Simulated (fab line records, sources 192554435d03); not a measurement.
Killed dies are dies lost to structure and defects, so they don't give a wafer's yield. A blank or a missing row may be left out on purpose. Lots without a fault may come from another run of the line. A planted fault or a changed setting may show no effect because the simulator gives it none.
Split-lot experiment | flow n5_finfet | 7 lots, 39 wafers read, on a route of 1938 steps

THE SPLIT
At N5_FIN_SAQP_MANDREL_ETCH_22 (etches a-Si in HBr/Cl2, stops on SiNx, target depth 60 nm, bt time 10 s, time 30 s), the setting target_depth_a was moved away from the recipe's 600 angstrom on 15 of the 39 wafers read, by -11.2% to +6.4%. The other wafers ran this setting at the recipe's value.

The reading is taken at the split's own step.

THE READING
oes_product_au, in a.u., at N5_FIN_SAQP_MANDREL_ETCH_22 (etches a-Si in HBr/Cl2, stops on SiNx, target depth 60 nm, bt time 10 s, time 30 s). Fault-free wafers of this fab line usually give 0.763 a.u., standard deviation 0.01 a.u..

wafer  | tool, chamber at the split | target_depth_a as run, angstrom | against the recipe | oes_product_au, a.u. | against lot-mates on the recipe
L074.1 | rie_si-01, 2               | 554                             | -7.7%              | 0.795                | +0.026
L074.2 | rie_si-01, 0               | 600                             | recipe             | 0.775                | -
L074.3 | rie_si-01, 3               | 554                             | -7.7%              | 0.801                | +0.032
L074.4 | rie_si-01, 1               | 554                             | -7.7%              | 0.814                | +0.045
L074.5 | rie_si-01, 2               | 600                             | recipe             | 0.753                | -
L074.6 | rie_si-01, 3               | 600                             | recipe             | 0.780                | -
L076.1 | rie_si-01, 0               | 600                             | recipe             | 0.781                | -
L076.2 | rie_si-01, 2               | 638.5                           | +6.4%              | 0.737                | -0.041
L076.3 | rie_si-01, 1               | 600                             | recipe             | 0.767                | -
L076.4 | rie_si-01, 3               | 600                             | recipe             | 0.787                | -
L076.5 | rie_si-01, 0               | 638.5                           | +6.4%              | 0.761                | -0.017
L076.6 | rie_si-01, 3               | 638.5                           | +6.4%              | 0.741                | -0.037
L077.1 | rie_si-03, 0               | 600                             | recipe             | 0.736                | -
L077.2 | rie_si-03, 2               | 600                             | recipe             | 0.758                | -
L077.3 | rie_si-03, 1               | 600                             | recipe             | 0.759                | -
L077.4 | rie_si-03, 3               | 600                             | recipe             | 0.772                | -
L077.5 | rie_si-03, 2               | 600                             | recipe             | 0.763                | -
L077.6 | rie_si-03, 1               | 600                             | recipe             | 0.769                | -
L079.1 | rie_si-03, 3               | 600                             | recipe             | 0.770                | -
L079.2 | rie_si-03, 2               | 600                             | recipe             | 0.766                | -
L079.3 | rie_si-03, 0               | 532.8                           | -11.2%             | 0.797                | +0.033
L079.4 | rie_si-03, 1               | 532.8                           | -11.2%             | 0.828                | +0.064
L079.5 | rie_si-03, 0               | 600                             | recipe             | 0.755                | -
L079.6 | rie_si-03, 3               | 532.8                           | -11.2%             | 0.825                | +0.061
L090.1 | rie_si-05, 2               | 600                             | recipe             | 0.772                | -
L090.2 | rie_si-05, 0               | 600                             | recipe             | 0.750                | -
L090.3 | rie_si-05, 1               | 558.1                           | -7.0%              | 0.780                | +0.017
L090.4 | rie_si-05, 3               | 558.1                           | -7.0%              | 0.788                | +0.025
L090.5 | rie_si-05, 0               | 558.1                           | -7.0%              | 0.792                | +0.029
L090.6 | rie_si-05, 3               | 600                             | recipe             | 0.766                | -
L092.1 | rie_si-05, 3               | 556.6                           | -7.2%              | 0.789                | +0.019
L092.2 | rie_si-05, 0               | 600                             | recipe             | 0.766                | -
L092.3 | rie_si-05, 1               | 600                             | recipe             | 0.764                | -
L092.4 | rie_si-05, 2               | 556.6                           | -7.2%              | 0.805                | +0.035
L092.5 | rie_si-05, 1               | 600                             | recipe             | 0.780                | -
L092.6 | rie_si-05, 0               | 556.6                           | -7.2%              | 0.805                | +0.035
L097.2 | rie_si-05, 2               | 600                             | recipe             | 0.766                | -
L097.3 | rie_si-05, 1               | 600                             | recipe             | 0.755                | -
L097.5 | rie_si-05, 0               | 600                             | recipe             | 0.756                | -

THE FIT
A straight line over all 39 wafers: oes_product_au changes by -0.00415 a.u. for each +1% of target_depth_a; r = -0.86; the points scatter about the line by 0.012 a.u..
The same after taking each lot's own level away (the mean of its wafers on the recipe; 39 wafers): -0.00448 a.u. for each +1%; r = -0.91; scatter 0.0099 a.u..
On that fit, the largest move of target_depth_a shifts the reading by 0.05 a.u..
The lots' own levels span 0.7590 to 0.7783 a.u., that is 1.9 times the standard deviation above.
So the lot-to-lot level changes the slope little: the two slopes agree.
Check: with one of the wafers moved furthest among these (-11.2%) left out of the fit, the line predicts +0.0518 a.u. for it against its lot-mates. It came out at +0.0333 a.u. against them.
Tool readings at the split's step, against how far the setting was moved: oes_product_au r = -0.86.

THE WHOLE CHAIN: every reading that the file lists as answering this split, in the file's order
step                        | what it does                                                                       | reading                                                                         | change (the file's fit)                  | r (the file's)
N5_FIN_SAQP_MANDREL_ETCH_22 | etches a-Si in HBr/Cl2, stops on SiNx, target depth 60 nm, bt time 10 s, time 30 s | oes_product_au                                                                  | -0.0044 a.u. for each +1% of the setting | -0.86
N5_FIN_SAQP_MANDREL_ETCH_22 | etches a-Si in HBr/Cl2, stops on SiNx, target depth 60 nm, bt time 10 s, time 30 s | SOC_of_FIN_SAQP_COAT_49.thk_nm (the simulator's own value, which no gauge read) | -0.227 nm for each +1% of the setting    | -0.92

THE FILE'S OWN FIT
oes_product_au changes by -0.0044 a.u. for each +1% of target_depth_a, r = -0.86.
